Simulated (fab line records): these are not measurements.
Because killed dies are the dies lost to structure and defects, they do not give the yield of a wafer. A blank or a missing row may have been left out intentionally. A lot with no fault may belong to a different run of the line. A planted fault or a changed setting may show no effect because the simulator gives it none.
A single fault, viewed from 2 desks :: flow n5 finfet :: each desk has only its own numbers; what lay behind them comes last

== TOOL OWNER'S DESK, rie diel-05 ==
The tool's own readings at N5_BEOL_M5_TRENCH_ETCH_37 (etches SiCOH lowk in C4F6/O2, target depth 71.652 nm, time 24.7 s): means of the sampled wafers that have a number, for each lot that ran on this tool. A lot is out of limits, marked OUT, if its mean lies more than 4 standard deviations from the usual mean; the brackets give that distance.
Columns: A = bias w at N5_BEOL_M5_TRENCH_ETCH_37, usual 185.0 W; B = drypump motor current A at N5_BEOL_M5_TRENCH_ETCH_37, usual 5.75 A; C = oes product au at N5_BEOL_M5_TRENCH_ETCH_37, usual 0.78 a.u.; D = rf vpp V at N5_BEOL_M5_TRENCH_ETCH_37, usual 667 V; E = showerhead plenum p Torr at N5_BEOL_M5_TRENCH_ETCH_37, usual 2.83 Torr; F = throttle valve pct at N5_BEOL_M5_TRENCH_ETCH_37, usual 20.96 %
lot: L617
first seen here: day 10 01:10
A: 185.2
B: 5.74
C: 0.87
D: 674
E: 2.91
F: 21.22

lot: L620
first seen here: day 10 17:19
A: 185.0
B: 5.59
C: 0.81
D: 670
E: 2.89
F: 21.23

lot: L619
first seen here: day 10 19:47
A: 185.2
B: 5.39
C: 0.77
D: 663
E: 2.87
F: 21.24

lot: L624
first seen here: day 12 03:59
A: 185.5
B: 5.74
C: 0.81
D: 677
E: 2.90
F: 21.06

lot: L630
first seen here: day 13 09:37
A: 148.2 (-59) OUT
B: 5.68
C: 0.76
D: 567 (-7.1) OUT
E: 2.90
F: 20.90

lot: L631
first seen here: day 14 03:19
A: 147.9 (-60) OUT
B: 5.58
C: 0.75
D: 561 (-7.6) OUT
E: 2.88
F: 21.26
This desk's verdict: out of limits on L630, L631, starting with L630 at day 13 09:37 (bias w at N5_BEOL_M5_TRENCH_ETCH_37). In limits: L617, L620, L619, L624.

== AT THE METROLOGY DESK ==
What the gauges read for every lot (on any tool): the sampled wafers with a number, averaged. A lot is out of limits, marked OUT, if its mean lies more than 4 standard deviations from the usual mean; the brackets give that distance.
Columns: A = cd nm at N5_BEOL_M5_CD_MEAS_18, usual 28.0 nm; B = trench depth nm at N5_BEOL_M5_OCD_MEAS_38, usual 71.4 nm; C = cd nm at N5_BEOL_M5_CD_MEAS_35, usual 28.0 nm
lot: L611
first seen here: day 8 12:52
A: 27.5
B: 71.1
C: 27.7

lot: L613
first seen here: day 9 07:16
A: 28.2
B: 72.0
C: 28.1

lot: L614
first seen here: day 9 08:06
A: 28.1
B: 71.9
C: 28.1

lot: L617
first seen here: day 10 00:26
A: 28.1
B: 71.8
C: 28.6

lot: L620
first seen here: day 10 15:52
A: 27.8
B: 70.4
C: 27.8

lot: L619
first seen here: day 10 19:02
A: 28.0
B: 70.0
C: 27.9

lot: L624
first seen here: day 12 02:26
A: 27.5
B: 71.4
C: 27.7

lot: L630
first seen here: day 13 08:46
A: 28.2
B: 68.2
C: 28.2

lot: L632
first seen here: day 14 00:19
A: 28.1
B: 73.1
C: 28.3

lot: L631
first seen here: day 14 02:32
A: 27.9
B: 65.8
C: 27.8

lot: L633
first seen here: day 14 07:06
A: 27.6
B: 71.0
C: 27.5
Result from this desk: across the 11 lots, nothing is out of limits.

== TAKEN TOGETHER ==
The tool owner's desk had the chance to raise an alarm at day 13 09:37 on L630, L631.
From the metrology desk's view, nothing was out of limits.
The metrology desk has L630, L631 on record, within its limits.
Of the lots named, all ran N5_BEOL_M5_TRENCH_ETCH_37 on rie diel-05.

== WHAT THE SIMULATOR HAD PUT IN ==
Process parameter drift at N5_BEOL_M5_TRENCH_ETCH_37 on rie diel-05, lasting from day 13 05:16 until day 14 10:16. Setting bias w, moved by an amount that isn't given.
Struck lots among those shown: L630, L631.
How many hours passed from the start of the fault until each desk's first out-of-limits reading: the tool owner's desk, 4.
